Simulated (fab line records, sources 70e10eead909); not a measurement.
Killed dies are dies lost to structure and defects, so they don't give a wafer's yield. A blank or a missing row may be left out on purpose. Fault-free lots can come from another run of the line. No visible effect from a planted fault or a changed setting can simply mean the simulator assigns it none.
Chamber matching	flow nand-harc	NHARC_A_M0_CMP_23 on cmp-02: 4 sister chambers
The step polishes, t overpolish 20 s, target thk 113.75 nm. 4 wafers are shown with their chamber, then 7 later ones without.

## EACH WAFER AND ITS CHAMBER
wafer	chamber	motor-current-A (A)
L076.3	1	10.3
L082.5	3	12.2
L088.1	2	11.4
L088.2	0	11.3

## WAFERS WITHOUT THEIR CHAMBER
wafer	motor-current-A (A)
L088.3	11.2
L096.3	12.4
L096.4	11.6
L096.5	13.6
L095.1	11.8
L095.2	10.2
L095.3	12.8

## WHICH CHAMBER EACH ONE RAN IN
wafer	from the rows above	in truth
L088.3	can't be placed: 0 or 2 or 1 or 3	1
L096.3	can't be placed: 3 or 2 or 0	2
L096.4	can't be placed: 2 or 0 or 3 or 1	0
L096.5	can't be placed: 3 or 2 or 0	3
L095.1	can't be placed: 3 or 2 or 0 or 1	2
L095.2	can't be placed: 1 or 0 or 2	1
L095.3	can't be placed: 3 or 2 or 0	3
0 of 7 placed correctly. These rows do not allow placing 7 (true chamber among the candidates in 7). Number placed wrongly: 0.
How it was worked out, from the rows above alone: a wafer's distance from a chamber is the root of the sum, over the readings, of the square of ((its reading less the chamber's mean) divided by the reading's scatter). If the next closest chamber is less than 2 further off than the closest, the wafer can't be placed; otherwise it belongs to the closest. Each chamber's mean is taken over the wafers shown for it. The scatter (one wafer shown for each chamber): square how far every hidden wafer sits from the nearest shown wafer, average those squares and take the square root.
